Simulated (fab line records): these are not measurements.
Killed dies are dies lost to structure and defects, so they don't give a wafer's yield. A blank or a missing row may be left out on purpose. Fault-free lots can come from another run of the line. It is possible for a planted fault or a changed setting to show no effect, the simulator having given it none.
A single fault, viewed from 2 desks	flow n5Finfet	only its own numbers are on each desk; what lay behind them is given at the end

## THE DEFECT DESK
Lot by lot, what the route's inspections counted, given as the mean of those sampled wafers with a number. Any lot whose mean is over 4 standard deviations away from the usual mean is out of limits and marked OUT; that distance is given in the brackets.
Columns: A = rawDefectCount at N5_BEOL_M10_INSPECT_58, usual 75
lot	first seen here	A
L790	day 11 04:42	59
L792	day 11 13:16	70
L794	day 12 06:26	62
L793	day 12 08:43	78
L797	day 12 23:03	130
L796	day 13 03:11	70
L798	day 13 11:35	62
L803	day 14 15:56	101
L801	day 14 18:16	75
L804	day 14 18:29	98
L806	day 15 21:01	84
L811	day 17 02:30	56
L810	day 17 03:57	107
Result from this desk: across the 13 lots, nothing is out of limits.

## AT THE TOOL OWNER'S DESK: lithoTrack-03
The tool's own readings at N5_BEOL_M11_COAT_60 (time 60 s, resist thk 30 nm): means of the sampled wafers that have a number, for each lot that ran on this tool. Any lot whose mean is over 4 standard deviations away from the usual mean is out of limits and marked OUT; that distance is given in the brackets.
Columns: A = chillPlateTempC at N5_BEOL_M11_COAT_60, usual 23.02 C; B = spinSpeedRpm at N5_BEOL_M11_COAT_60, usual 1500.0 rpm
lot	first seen here	A	B
L790	day 11 07:18	23.00	1500.1
L794	day 12 08:07	22.98	1499.6
L796	day 13 05:32	23.07	1499.2
L803	day 14 18:55	23.05	1499.6
L804	day 14 20:59	22.97	1701.3 (+99 or more) OUT
L801	day 14 21:10	22.98	1701.8 (+99 or more) OUT
This desk's finding: out of limits on L801, L804; first on L804, day 14 20:59 (spinSpeedRpm at N5_BEOL_M11_COAT_60). L790, L794, L796, L803 stayed within limits.

## BROUGHT TOGETHER
At day 14 20:59, on L801, L804, the tool owner's desk was in a position to raise an alarm.
No out-of-limits result turned up at the defect desk.
The defect desk has L801, L804 on record, within its limits.
N5_BEOL_M11_COAT_60 was run on lithoTrack-03 by each of the lots named.

## WHAT THE SIMULATOR PUT IN
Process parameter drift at N5_BEOL_M11_COAT_60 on lithoTrack-03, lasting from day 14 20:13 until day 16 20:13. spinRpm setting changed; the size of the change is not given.
Shown lots that were struck: L801, L804.
Hours from the fault's start to each desk's first reading out of limits: the tool owner's desk, 1.
